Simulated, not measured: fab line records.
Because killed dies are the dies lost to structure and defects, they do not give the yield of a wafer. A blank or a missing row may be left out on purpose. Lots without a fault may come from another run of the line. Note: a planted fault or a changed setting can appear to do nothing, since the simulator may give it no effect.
2 desks, one fault || flow n5_finfet || numbers are kept per desk, each desk with only its own; the story behind them comes last

## DESK OF THE TOOL OWNER: epi_rpcvd-03
The tool's own readings at N5_SD_EPI_N_VAPOR_ETCH_50 (etches Si in HCl, time 54 s): means of the sampled wafers that have a number, for each lot that ran on this tool. If a lot's mean is further than 4 standard deviations from the usual mean, the lot is out of limits and carries the mark OUT (the distance appears in the brackets).
Columns: A = throttle_valve_pct at N5_SD_EPI_N_VAPOR_ETCH_50, usual 12.08 %
{"lot": "L839", "first seen here": "day 4 09:39", "A": 11.94}
{"lot": "L845", "first seen here": "day 5 21:10", "A": 11.96}
{"lot": "L849", "first seen here": "day 7 01:22", "A": 11.92}
Result from this desk: across the 3 lots, nothing is out of limits.

## THE METROLOGY DESK
Means of the sampled wafers that have a number, per lot and without regard to the tool the lot ran on: this is what the gauges read. If a lot's mean is further than 4 standard deviations from the usual mean, the lot is out of limits and carries the mark OUT (the distance appears in the brackets). 7 of its 15 readings are shown: the first one out of limits and those lying furthest out on some lot.
Columns: A = CJ_N at N5_BEOL_M4_RC_MEAS_101, usual 4.35; B = DIBL_N at N5_BEOL_M4_RC_MEAS_101, usual 36.4 mV/V; C = IOFF_N_85C at N5_BEOL_M4_RC_MEAS_101, usual 3.2 nA/um; D = ION_N at N5_BEOL_M4_RC_MEAS_101, usual 675 uA/um; E = REXT_N at N5_BEOL_M4_RC_MEAS_101, usual 75.2 ohm.um; F = VT_N at N5_BEOL_M4_RC_MEAS_101, usual 249.2 mV; G = VT_N_LVT at N5_BEOL_M4_RC_MEAS_101, usual 98.0 mV
{"lot": "L839", "first seen here": "day 9 03:22", "A": 4.44, "B": 38.5, "C": 3.6, "D": 688, "E": 78.3, "F": 247.8, "G": 95.5}
{"lot": "L843", "first seen here": "day 10 01:02", "A": 4.33, "B": 38.7, "C": 3.4, "D": 674, "E": 75.3, "F": 247.6, "G": 96.0}
{"lot": "L845", "first seen here": "day 10 18:52", "A": 4.11, "B": "29.5 (-4.6) OUT", "C": 1.8, "D": "618 (-5.7) OUT", "E": "92.9 (+12) OUT", "F": "260.5 (+4.2) OUT", "G": 108.5}
{"lot": "L849", "first seen here": "day 12 01:05", "A": 4.34, "B": 33.2, "C": 2.5, "D": 652, "E": "81.6 (+4.3) OUT", "F": 256.1, "G": 103.9}
This desk's finding: out of limits on L845, L849; first on L845, day 10 18:52 (DIBL_N at N5_BEOL_M4_RC_MEAS_101). L839, L843: within limits.

## BROUGHT TOGETHER
At day 10 18:52 the metrology desk could have sounded an alarm, on L845, L849.
The tool owner's desk saw nothing out of limits.
The tool owner's desk has L845, L849 on record, within its limits.
Of the lots named, all ran N5_SD_EPI_N_VAPOR_ETCH_50 on epi_rpcvd-03.

## WHAT THE SIMULATOR HAD PUT IN
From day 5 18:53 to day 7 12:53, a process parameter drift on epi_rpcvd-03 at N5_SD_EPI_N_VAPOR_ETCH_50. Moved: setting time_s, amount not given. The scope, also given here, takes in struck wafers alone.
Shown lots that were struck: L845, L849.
Time in hours between the start of the fault and the first out-of-limits reading at each desk: metrology desk, 120.
